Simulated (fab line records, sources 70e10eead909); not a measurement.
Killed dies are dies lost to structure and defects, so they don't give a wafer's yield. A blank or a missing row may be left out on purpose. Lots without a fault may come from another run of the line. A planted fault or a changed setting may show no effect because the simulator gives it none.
fab line records | flow nand_harc
record lots=24 wafers=72 last_day=33
route steps=1302 shown P_GATE@131 P_CONTACT@247 P_M0@263 P_M1@310
lots that met no fault: from a run of the same line without faults
start_h: hours from the record's first day to the start of the lot's first wafer shown | wait_h: hours since the lot's step before | " the same as in the row above | L1.1+2: a row that stands for several wafers | - no value, or no start given | * or withheld: withheld | < > ~ a bound
route shown NAME@n: a module of which the file shows steps, and the number in the route of the first | usual: mean/standard deviation of fault-free wafers | same: alike in all rows | chamber/n: place in a boat | sites: the reading at each site | _std_site: their standard deviation | _edge_site: outer sites' mean less inner sites' | radius_mm: how far each site lies from the wafer's centre | mask NAME#n: copy n | behind: the tool/chamber that last shaped the wafer | hold: why the lot was held/for how many hours/how that ended | device: the transistor (n, p or np) that didn't switch | end of line: the same wafers' tests at the end of the route | a step without rows: its recipe alone | killed: dies lost to structure and defects at the first sort, not the wafer's yield | map: a wafer's dies, x killed, . not, _ none there
set.NAME: the setting as run; set.NAME@STEP: as run at that earlier step | model.NAME: the simulator's own value behind a step, which no gauge read
steps of the route over a sample of lots; a table a step, a row a wafer
services: from which hour (start_h, from the record's first day; less than 0 if before it) a tool's chamber was out of use, for how many hours, and why
## steps
# step NHARC_P_GATE_HM_DEP_102
# recipe target_thk_a=1200 temp_c=400 material=aC
# usual throttle_valve_pct=35.001/0.0095
# columns lot.wafer tool chamber start_h wait_h throttle_valve_pct
L075.1 acl_dep-02 0 99.68 0.4 34.990
L075.2 " 0 " " 34.999
L075.3 " 0 " " 34.982
L074.2 acl_dep-03 0 100.41 1.1 34.995
L074.5 " 0 " " 35.010
L074.6 " 0 " " 34.993
L076.1 acl_dep-02 0 114.82 1.6 34.988
L076.2 " 0 " " 35.011
L076.6 " 0 " " 34.999
L077.1 acl_dep-02 0 126.01 4.0 35.006
L077.2 " 0 " " 34.986
L077.5 " 0 " " 34.993
L078.2 acl_dep-02 0 130.90 0.5 34.995
L078.3 " 0 " " 34.989
L078.6 " 0 " " 34.992
L079.3 acl_dep-03 0 144.19 0.6 35.014
L079.4 " 0 " " 35.009
L079.5 " 0 " " 35.006
L080.1 acl_dep-02 0 155.73 0.4 35.012
L080.3 " 0 " " 34.999
L080.5 " 0 " " 34.994
L081.2 acl_dep-02 0 165.91 2.4 35.017
L081.3 " 0 " " 35.003
L081.5 " 0 " " 35.005
L082.1 acl_dep-02 0 173.18 1.2 34.999
L082.2 " 0 " " 34.999
L082.4 " 0 " " 35.014
L083.1 acl_dep-03 0 193.13 4.8 35.017
L083.2 " 0 " " 34.981
L083.6 " 0 " " 34.985
L084.1 acl_dep-03 0 195.36 0.4 34.994
L084.2 " 0 " " 34.983
L084.6 " 0 " " 35.003
L085.1 acl_dep-02 0 214.24 1.2 35.014
L085.3 " 0 " " 35.014
L085.6 " 0 " " 34.982
L086.1 acl_dep-01 0 219.37 0.4 35.013
L086.3 " 0 " " 35.010
L086.5 " 0 " " 35.005
L087.1 acl_dep-02 0 237.66 1.6 34.994
L087.4 " 0 " " 35.003
L087.6 " 0 " " 34.992
L088.1 acl_dep-03 0 238.28 2.2 35.004
L088.5 " 0 " " 35.006
L088.6 " 0 " " 35.014
L090.1 acl_dep-01 0 250.97 1.5 34.992
L090.3 " 0 " " 35.002
L090.6 " 0 " " 35.006
L089.1 acl_dep-01 0 251.60 2.2 35.010
L089.4 " 0 " " 35.007
L089.5 " 0 " " 35.015
L091.2 acl_dep-03 0 261.52 1.1 35.002
L091.4 " 0 " " 34.983
L091.6 " 0 " " 35.000
L092.2 acl_dep-01 0 270.11 0.5 35.018
L092.3 " 0 " " 34.991
L092.4 " 0 " " 35.003
L093.3 acl_dep-03 0 280.47 0.6 34.990
L093.5 " 0 " " 34.988
L093.6 " 0 " " 34.968
L094.1 acl_dep-02 0 295.92 2.3 34.978
L094.4 " 0 " " 34.992
L094.5 " 0 " " 35.002
L095.1 acl_dep-01 0 306.86 2.7 34.986
L095.5 " 0 " " 34.989
L095.6 " 0 " " 34.999
L096.1 acl_dep-02 0 313.53 2.4 35.004
L096.3 " 0 " " 35.007
L096.5 " 0 " " 34.983
L097.1 acl_dep-02 0 323.42 0.5 34.996
L097.3 " 0 " " 35.005
L097.6 " 0 " " 34.985
# step NHARC_P_CONTACT_ALD_22
# recipe target_thk_a=30 pulse_time_s=1 ald_cycles=150 temp_c=450 material=TiN
# usual heater_power_outer_w=719/50 heater_power_w=1121/92 precursor_pulse_height_rel=1.000/0.02
# same pulse_time_s=1
# columns lot.wafer tool chamber start_h wait_h heater_power_outer_w heater_power_w precursor_pulse_height_rel
L074.2 ald_metal-02 3 123.69 - 720 1147 1.006
L074.5 " 2 " " 646 1003 0.978
L074.6 " 3 " " 715 1155 1.023
L076.1 ald_metal-02 3 140.58 - 701 1149 1.028
L076.2 " 1 " " 732 1199 0.975
L076.6 " 2 " " 647 1005 1.002
L077.2 ald_metal-04 1 149.78 - 788 1260 0.995
L077.1 " 3 " " 735 1160 0.974
L077.5 " 0 " " 642 1010 1.024
L078.2 ald_metal-01 2 156.47 - 701 1149 0.980
L078.3 " 0 " " 663 1000 0.997
L078.6 " 2 " " 691 1109 1.000
L079.3 ald_metal-02 2 167.39 - 641 998 1.020
L079.5 " 0 " " 733 1026 0.986
L079.4 " 1 " " 730 1217 0.986
L075.1 ald_metal-04 2 178.81 - 744 1158 0.984
L075.2 " 3 " " 714 1152 0.995
L075.3 " 0 " " 628 1006 0.952
L080.1 ald_metal-04 0 181.67 - 639 1000 1.032
L080.3 " 2 " " 751 1158 0.988
L080.5 " 1 " " 809 1210 1.007
L081.3 ald_metal-04 3 189.35 - 733 1171 1.009
L081.2 " 0 " " 642 1014 0.994
L081.5 " 3 " " 716 1143 1.012
L082.4 ald_metal-01 3 196.48 - 747 1255 1.007
L082.2 " 0 " " 677 992 0.993
L082.1 " 2 " " 693 1095 1.008
L083.1 ald_metal-04 0 216.64 - 654 991 1.024
L083.2 " 2 " " 769 1155 0.994
L083.6 " 1 " " 772 1266 1.037
L084.2 ald_metal-04 0 218.54 - 638 1000 1.039
L084.1 " 1 " " 790 1261 1.003
L084.6 " 1 " " 785 1219 1.020
L085.3 ald_metal-04 3 237.83 - 722 1134 1.023
L085.1 " 2 " " 776 1191 1.030
L085.6 " 0 " " 636 1025 0.976
L086.3 ald_metal-01 0 242.60 - 676 1007 0.996
L086.1 " 1 " " 760 1127 0.982
L086.5 " 0 " " 666 1013 1.002
L087.4 ald_metal-01 3 261.49 - 763 1222 0.976
L087.1 " 0 " " 687 1011 0.993
L087.6 " 2 " " 708 1112 0.993
L088.1 ald_metal-01 1 262.09 - 755 1128 0.998
L088.6 " 1 " " 741 1106 1.005
L088.5 " 2 " " 710 1118 1.019
L090.1 ald_metal-01 2 274.79 - 701 1105 1.021
L090.3 " 0 " " 684 1016 1.028
L090.6 " 3 " " 761 1212 1.009
L089.1 ald_metal-02 2 275.32 - 627 968 1.041
L089.4 " 0 " " 731 1061 0.964
L089.5 " 3 " " 716 1130 1.005
L091.2 ald_metal-01 3 284.64 - 754 1221 1.019
L091.4 " 1 " " 745 1111 0.975
L091.6 " 0 " " 675 1005 0.986
L092.2 ald_metal-02 1 293.39 - 747 1240 0.966
L092.4 " 2 " " 623 969 1.021
L092.3 " 3 " " 717 1145 0.975
L093.3 ald_metal-02 1 305.90 - 743 1248 0.980
L093.6 " 3 " " 715 1176 1.001
L093.5 " 0 " " 706 1023 1.000
L094.1 ald_metal-01 3 319.69 - 771 1227 0.997
L094.4 " 1 " " 760 1120 0.985
L094.5 " 2 " " 694 1111 0.993
L095.1 ald_metal-01 1 330.43 - 765 1094 0.982
L095.5 " 3 " " 777 1232 1.011
L095.6 " 0 " " 669 989 1.018
L096.3 ald_metal-04 1 337.12 - 815 1242 1.009
L096.1 " 2 " " 799 1189 1.019
L096.5 " 0 " " 641 1086 1.019
L097.1 ald_metal-01 2 346.71 - 696 1090 0.978
L097.3 " 1 " " 750 1091 0.988
L097.6 " 2 " " 679 1100 1.009
# step NHARC_P_M0_CD_MEAS_09
# recipe target_cd_nm=90 landing_energy_ev=500
# usual cd_nm=90.2/0.54
# columns lot.wafer tool chamber start_h wait_h cd_nm
L074.2 cd_sem-02 0 125.83 - 89.9
L074.5 " 0 " " 89.6
L074.6 " 0 " " 90.9
L076.1 cd_sem-03 0 142.71 - 90.3
L076.2 " 0 " " 89.6
L076.6 " 0 " " 89.9
L077.1 cd_sem-02 0 151.78 - 90.3
L077.2 " 0 " " 89.4
L077.5 " 0 " " 90.8
L078.2 cd_sem-03 0 159.15 - 91.0
L078.3 " 0 " " 90.5
L078.6 " 0 " " 90.5
L079.3 cd_sem-03 0 169.59 - 89.6
L079.4 " 0 " " 90.5
L079.5 " 0 " " 90.4
L075.1 cd_sem-03 0 180.95 - 90.3
L075.2 " 0 " " 90.1
L075.3 " 0 " " 91.0
L080.1 cd_sem-01 0 183.82 - 89.6
L080.3 " 0 " " 90.4
L080.5 " 0 " " 89.1
L081.2 cd_sem-01 0 191.50 - 89.3
L081.3 " 0 " " 90.3
L081.5 " 0 " " 90.7
L082.1 cd_sem-03 0 198.63 - 90.1
L082.2 " 0 " " 90.2
L082.4 " 0 " " 90.0
L083.1 cd_sem-03 0 218.80 - 89.0
L083.2 " 0 " " 89.3
L083.6 " 0 " " 89.9
L084.1 cd_sem-03 0 220.57 - 88.9
L084.2 " 0 " " 89.5
L084.6 " 0 " " 89.1
L085.1 cd_sem-03 0 239.98 - 91.0
L085.3 " 0 " " 90.4
L085.6 " 0 " " 89.6
L086.1 cd_sem-01 0 244.75 - 89.3
L086.3 " 0 " " 90.5
L086.5 " 0 " " 89.7
L087.1 cd_sem-02 0 263.62 - 89.6
L087.4 " 0 " " 90.0
L087.6 " 0 " " 90.6
L088.1 cd_sem-02 0 264.27 - 90.8
L088.5 " 0 " " 90.3
L088.6 " 0 " " 90.4
L090.1 cd_sem-02 0 277.45 - 91.0
L090.3 " 0 " " 91.2
L090.6 " 0 " " 90.7
L089.1 cd_sem-01 0 278.52 - 89.5
L089.4 " 0 " " 90.5
L089.5 " 0 " " 89.7
L091.2 cd_sem-01 0 286.80 - 89.6
L091.4 " 0 " " 89.8
L091.6 " 0 " " 90.1
L092.2 cd_sem-01 0 295.53 - 89.5
L092.3 " 0 " " 89.8
L092.4 " 0 " " 89.6
L093.3 cd_sem-03 0 308.02 - 91.1
L093.5 " 0 " " 90.1
L093.6 " 0 " " 90.4
L094.1 cd_sem-02 0 321.82 - 90.7
L094.4 " 0 " " 90.0
L094.5 " 0 " " 90.0
L095.1 cd_sem-03 0 332.41 - 89.7
L095.5 " 0 " " 90.2
L095.6 " 0 " " 90.5
L096.1 cd_sem-02 0 339.24 - 89.8
L096.3 " 0 " " 91.0
L096.5 " 0 " " 90.0
L097.1 cd_sem-03 0 348.73 - 89.4
L097.3 " 0 " " 90.1
L097.6 " 0 " " 89.4
# step NHARC_P_M0_CD_MEAS_16
# usual cd_nm=90.0/0.7
# columns lot.wafer tool chamber start_h wait_h cd_nm
L074.2 cd_sem-02 - 126.32 - 89.7
L074.5 " - " " 89.1
L074.6 " - " " 89.8
L076.1 cd_sem-02 - 143.19 - 89.2
L076.2 " - " " 88.9
L076.6 " - " " 88.8
L077.1 cd_sem-03 - 152.27 - 89.5
L077.2 " - " " 88.8
L077.5 " - " " 90.0
L078.2 cd_sem-03 - 159.63 - 90.6
L078.3 " - " " 89.2
L078.6 " - " " 91.4
L079.3 cd_sem-01 - 170.28 - 88.8
L079.4 " - " " 90.1
L079.5 " - " " 90.5
L075.1 cd_sem-01 - 181.44 - 89.6
L075.2 " - " " 90.6
L075.3 " - " " 90.8
L080.1 cd_sem-03 - 184.30 - 89.3
L080.3 " - " " 90.7
L080.5 " - " " 89.7
L081.2 cd_sem-01 - 191.98 - 90.5
L081.3 " - " " 89.8
L081.5 " - " " 90.6
L082.1 cd_sem-03 - 199.13 - 90.0
L082.2 " - " " 89.9
L082.4 " - " " 89.3
L083.1 cd_sem-03 - 219.32 - 88.5
L083.2 " - " " 89.4
L083.6 " - " " 89.3
L084.1 cd_sem-02 - 221.32 - 87.9
L084.2 " - " " 88.6
L084.6 " - " " 89.0
L085.1 cd_sem-03 - 240.46 - 91.5
L085.3 " - " " 89.2
L085.6 " - " " 90.9
L086.1 cd_sem-01 - 245.24 - 89.3
L086.3 " - " " 90.7
L086.5 " - " " 88.9
L087.1 cd_sem-02 - 264.10 - 90.3
L087.4 " - " " 89.6
L087.6 " - " " 90.5
L088.1 cd_sem-03 - 264.76 - 90.4
L088.5 " - " " 90.8
L088.6 " - " " 89.8
L090.1 cd_sem-03 - 277.93 - 90.8
L090.3 " - " " 90.5
L090.6 " - " " 90.3
L089.1 cd_sem-03 - 279.00 - 89.1
L089.4 " - " " 88.9
L089.5 " - " " 89.7
L091.2 cd_sem-01 - 287.28 - 89.7
L091.4 " - " " 90.0
L091.6 " - " " 89.6
L092.2 cd_sem-03 - 296.06 - 89.4
L092.3 " - " " 89.5
L092.4 " - " " 89.8
L093.3 cd_sem-03 - 308.50 - 91.5
L093.5 " - " " 89.5
L093.6 " - " " 90.6
L094.1 cd_sem-01 - 322.30 - 91.5
L094.4 " - " " 90.4
L094.5 " - " " 90.6
L095.1 cd_sem-03 - 332.90 - 90.0
L095.5 " - " " 90.9
L095.6 " - " " 90.1
L096.1 cd_sem-03 - 339.72 - 89.4
L096.3 " - " " 90.4
L096.5 " - " " 89.2
L097.1 cd_sem-03 - 349.45 - 89.2
L097.3 " - " " 90.2
L097.6 " - " " 89.3
# step NHARC_P_M0_PVD_20
# recipe target_thk_a=50 bias_v=168.6 power_w=15000 chamber_pressure_pa=0.12 time_s=8.06 substrate_temp_c=50 material=TaN
# usual bias_v=168.3/1.6 throttle_valve_pct=30.1/1.1
# columns lot.wafer tool chamber start_h wait_h bias_v throttle_valve_pct
L074.2 pvd_sputter-02 - - - 169.4 29.1
L074.5 " - " " 168.1 28.6
L074.6 " - " " 167.1 31.4
L076.1 pvd_sputter-02 - - - 166.3 29.5
L076.2 " - " " 168.3 28.6
L076.6 " - " " 166.5 29.6
L077.2 pvd_sputter-01 - - - 168.4 30.7
L077.1 " - " " 167.4 29.2
L077.5 " - " " 166.5 30.5
L078.2 pvd_sputter-01 - - - 167.3 30.6
L078.3 " - " " 166.0 28.9
L078.6 " - " " 167.9 30.6
L079.3 pvd_sputter-02 - - - 167.0 31.2
L079.4 " - " " 165.6 29.4
L079.5 " - " " 169.8 28.6
L075.3 pvd_sputter-01 - - - 168.8 30.6
L075.2 " - " " 167.5 30.5
L075.1 " - " " 168.3 31.0
L080.3 pvd_sputter-01 - - - 169.6 30.8
L080.1 " - " " 165.9 31.1
L080.5 " - " " 168.4 29.0
L081.3 pvd_sputter-03 - - - 168.4 29.1
L081.2 " - " " 168.3 31.2
L081.5 " - " " 168.6 30.8
L082.2 pvd_sputter-01 - - - 167.2 30.7
L082.1 " - " " 167.6 29.2
L082.4 " - " " 168.7 30.6
L083.1 pvd_sputter-02 - - - 169.4 28.3
L083.2 " - " " 170.7 31.3
L083.6 " - " " 168.5 28.4
L084.1 pvd_sputter-03 - - - 169.6 30.8
L084.2 " - " " 168.4 29.6
L084.6 " - " " 165.5 31.5
L085.3 pvd_sputter-03 - - - 166.3 28.8
L085.1 " - " " 165.8 30.2
L085.6 " - " " 167.2 32.2
L086.1 pvd_sputter-03 - - - 168.3 29.1
L086.3 " - " " 167.5 30.1
L086.5 " - " " 168.6 29.5
L087.1 pvd_sputter-02 - - - 168.6 29.3
L087.4 " - " " 167.8 28.3
L087.6 " - " " 168.3 31.1
L088.1 pvd_sputter-01 - - - 169.8 30.7
L088.5 " - " " 168.0 31.1
L088.6 " - " " 166.3 29.2
L090.1 pvd_sputter-02 - - - 166.6 28.4
L090.3 " - " " 168.4 29.8
L090.6 " - " " 169.5 31.3
L089.1 pvd_sputter-03 - - - 169.8 30.1
L089.4 " - " " 166.9 32.1
L089.5 " - " " 169.5 32.1
L091.4 pvd_sputter-01 - - - 167.5 30.9
L091.2 " - " " 167.0 28.9
L091.6 " - " " 164.9 30.9
L092.3 pvd_sputter-03 - - - 166.6 30.3
L092.2 " - " " 168.8 29.3
L092.4 " - " " 165.9 28.8
L093.3 pvd_sputter-02 - - - 168.9 28.4
L093.6 " - " " 172.3 28.2
L093.5 " - " " 169.2 30.9
L094.1 pvd_sputter-01 - - - 171.2 30.8
L094.4 " - " " 167.6 31.1
L094.5 " - " " 172.2 30.8
L095.1 pvd_sputter-02 - - - 168.6 28.2
L095.6 " - " " 168.0 28.6
L095.5 " - " " 168.4 28.2
L096.1 pvd_sputter-02 - - - 167.4 30.3
L096.3 " - " " 169.2 28.3
L096.5 " - " " 165.2 31.0
L097.3 pvd_sputter-01 - - - 169.2 30.8
L097.1 " - " " 169.4 30.9
L097.6 " - " " 170.4 28.9
# step NHARC_P_M1_ANNEAL_31
# recipe temp_c=225 time_s=90
# usual wafer_temp_C_max=225.94/0.24
# columns lot.wafer tool chamber start_h wait_h wafer_temp_C_max
L074.2 rtp_anneal-01 0 131.76 - 226.20
L074.5 " 0 " " 225.77
L074.6 " 0 " " 226.06
L076.1 rtp_anneal-02 0 148.58 0.3 225.69
L076.2 " 0 " " 225.61
L076.6 " 0 " " 225.88
L077.1 rtp_anneal-01 0 157.79 0.3 225.70
L077.2 " 0 " " 226.12
L077.5 " 0 " " 225.86
L078.2 rtp_anneal-01 0 165.24 - 226.35
L078.3 " 0 " " 226.09
L078.6 " 0 " " 226.18
L079.3 rtp_anneal-02 0 175.90 0.3 225.52
L079.4 " 0 " " 226.21
L079.5 " 0 " " 225.75
L075.1 rtp_anneal-02 0 186.85 0.3 225.62
L075.2 " 0 " " 225.87
L075.3 " 0 " " 225.67
L080.1 rtp_anneal-01 0 189.99 0.5 225.87
L080.3 " 0 " " 226.01
L080.5 " 0 " " 225.65
L081.2 rtp_anneal-01 0 197.39 - 226.29
L081.3 " 0 " " 226.12
L081.5 " 0 " " 226.15
L082.1 rtp_anneal-02 0 204.65 - 225.78
L082.2 " 0 " " 226.19
L082.4 " 0 " " 225.68
L083.1 rtp_anneal-01 0 224.87 - 225.82
L083.2 " 0 " " 226.14
L083.6 " 0 " " 226.17
L084.1 rtp_anneal-02 0 226.95 0.3 225.39
L084.2 " 0 " " 225.80
L084.6 " 0 " " 225.70
L085.1 rtp_anneal-01 0 246.06 - 226.63
L085.3 " 0 " " 226.02
L085.6 " 0 " " 226.22
L086.1 rtp_anneal-01 0 250.76 - 226.01
L086.3 " 0 " " 225.58
L086.5 " 0 " " 225.81
L087.1 rtp_anneal-02 0 269.65 - 226.03
L087.4 " 0 " " 225.76
L087.6 " 0 " " 225.96
L088.1 rtp_anneal-01 0 270.41 - 226.33
L088.5 " 0 " " 226.30
L088.6 " 0 " " 225.62
L090.1 rtp_anneal-02 0 283.48 0.3 225.73
L090.3 " 0 " " 225.78
L090.6 " 0 " " 226.20
L089.1 rtp_anneal-01 0 284.39 - 225.68
L089.4 " 0 " " 226.13
L089.5 " 0 " " 226.25
L091.2 rtp_anneal-01 0 292.72 0.3 226.05
L091.4 " 0 " " 225.51
L091.6 " 0 " " 225.72
L092.2 rtp_anneal-02 0 302.19 0.4 225.74
L092.3 " 0 " " 225.80
L092.4 " 0 " " 225.87
L093.3 rtp_anneal-01 0 314.20 - 226.15
L093.5 " 0 " " 226.00
L093.6 " 0 " " 226.19
L094.1 rtp_anneal-02 0 328.22 0.3 225.80
L094.4 " 0 " " 225.76
L094.5 " 0 " " 226.11
L095.1 rtp_anneal-01 0 338.68 0.3 226.16
L095.5 " 0 " " 225.99
L095.6 " 0 " " 225.85
L096.1 rtp_anneal-01 0 345.12 0.3 225.89
L096.3 " 0 " " 226.08
L096.5 " 0 " " 225.72
L097.1 rtp_anneal-01 0 354.80 - 225.86
L097.3 " 0 " " 226.44
L097.6 " 0 " " 225.78
## services
# columns tool chamber start_h hours kind
ald_metal-02 - 76.00 10.0 pm
pvd_sputter-02 - 104.00 10.0 pm
ald_metal-04 - 118.00 10.0 pm
acl_dep-03 - 119.49 13.0 pm
pvd_sputter-02 - 133.86 2.8 repair
ald_metal-04 - 143.71 0.9 repair
ald_metal-02 3 160.81 14.9 repair
ald_metal-01 - 170.00 10.0 pm
pvd_sputter-02 - 171.88 1.2 repair
ald_metal-04 - 212.74 1.1 repair
pvd_sputter-01 - 214.85 2.3 repair
pvd_sputter-01 - 226.00 10.0 pm
pvd_sputter-03 - 227.63 10.0 pm
ald_metal-04 - 234.13 2.1 repair
ald_metal-02 1 234.93 8.6 repair
acl_dep-02 - 242.76 13.0 pm
ald_metal-02 1 246.65 5.4 repair
pvd_sputter-02 - 282.00 10.0 pm
acl_dep-03 - 284.45 0.8 repair
ald_metal-01 3 288.91 26.9 repair
ald_metal-04 - 296.00 10.0 pm
acl_dep-03 - 301.13 13.0 pm
pvd_sputter-02 - 345.38 9.2 repair
ald_metal-01 - 348.00 10.0 pm
## key
fault none
